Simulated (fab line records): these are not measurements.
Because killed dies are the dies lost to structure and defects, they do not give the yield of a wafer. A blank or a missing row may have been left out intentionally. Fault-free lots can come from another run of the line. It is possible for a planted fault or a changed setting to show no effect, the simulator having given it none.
Chamber matching ; flow n5 finfet ; rie diel-02 running N5_BEOL_M15_ETCH_57: 4 sister chambers
The step etches SOC in N2/H2, time 750 s. 22 wafers are shown with their chamber, then 11 later ones without.

## WAFERS PAIRED WITH THEIR CHAMBERS
wafer;chamber;showerhead plenum p Torr (Torr);throttle valve pct (%);drypump motor current A (A)
L074.1;1;2.58;18.09;6.1
L074.4;0;2.57;18.01;5.5
L074.6;1;2.58;18.09;6.1
L078.1;3;2.71;17.63;5.7
L078.2;0;2.57;18.00;5.6
L078.4;2;2.64;17.85;5.7
L079.1;2;2.64;17.86;5.7
L079.4;3;2.71;17.63;5.7
L079.6;2;2.64;17.86;5.7
L083.2;2;2.64;17.88;5.7
L083.5;1;2.57;18.14;6.1
L083.6;2;2.64;17.87;5.8
L084.1;3;2.70;17.66;5.7
L084.3;1;2.57;18.12;6.1
L084.5;2;2.63;17.89;5.7
L086.1;3;2.70;17.67;5.7
L086.2;1;2.57;18.12;6.1
L086.3;0;2.56;18.02;5.6
L091.1;3;2.70;17.69;5.7
L091.2;1;2.56;18.15;6.0
L091.4;2;2.63;17.89;5.7
L092.2;0;2.56;18.04;5.6

SIGNATURES, as means of the wafers listed above
reading;chamber 0;chamber 1;chamber 2;chamber 3;scatter within a chamber
showerhead plenum p Torr;2.5650;2.5717;2.6371;2.7040;0.00599
throttle valve pct;18.0175;18.1183;17.8714;17.6560;0.0213
drypump motor current A;5.575;6.083;5.714;5.700;0.0368
Rule: for each reading, subtract the chamber's mean from the wafer's reading, divide by that reading's scatter and square the result; add these up over the readings and take the root, which gives the wafer's distance from the chamber. The wafer belongs to the nearest chamber; if the next one is less than 2 further off, it can't be placed. The scatter: the root of (the sum of the squares of (reading less its chamber's mean) over the shown wafers, divided by (wafers less chambers)).

## WAFERS WITH NO CHAMBER GIVEN
wafer;showerhead plenum p Torr (Torr);throttle valve pct (%);drypump motor current A (A)
L092.4;2.56;18.14;6.1
L092.5;2.63;17.90;5.7
L094.4;2.70;17.69;5.7
L094.5;2.63;17.91;5.7
L094.6;2.56;18.17;6.0
L095.1;2.69;17.71;5.7
L095.3;2.63;17.92;5.7
L095.6;2.63;17.91;5.7
L096.1;2.62;17.92;5.8
L096.3;2.56;18.18;6.1
L096.4;2.69;17.74;5.7

## THE CHAMBER EACH PASSED THROUGH
wafer;from the rows above;in truth
L092.4;1;1
L092.5;2;2
L094.4;3;3
L094.5;2;2
L094.6;1;1
L095.1;3;3
L095.3;2;2
L095.6;2;2
L096.1;2;2
L096.3;1;1
L096.4;3;3
Correct placement for 11 of the 11. Number that these rows cannot place: 0. Number placed wrongly: 0.
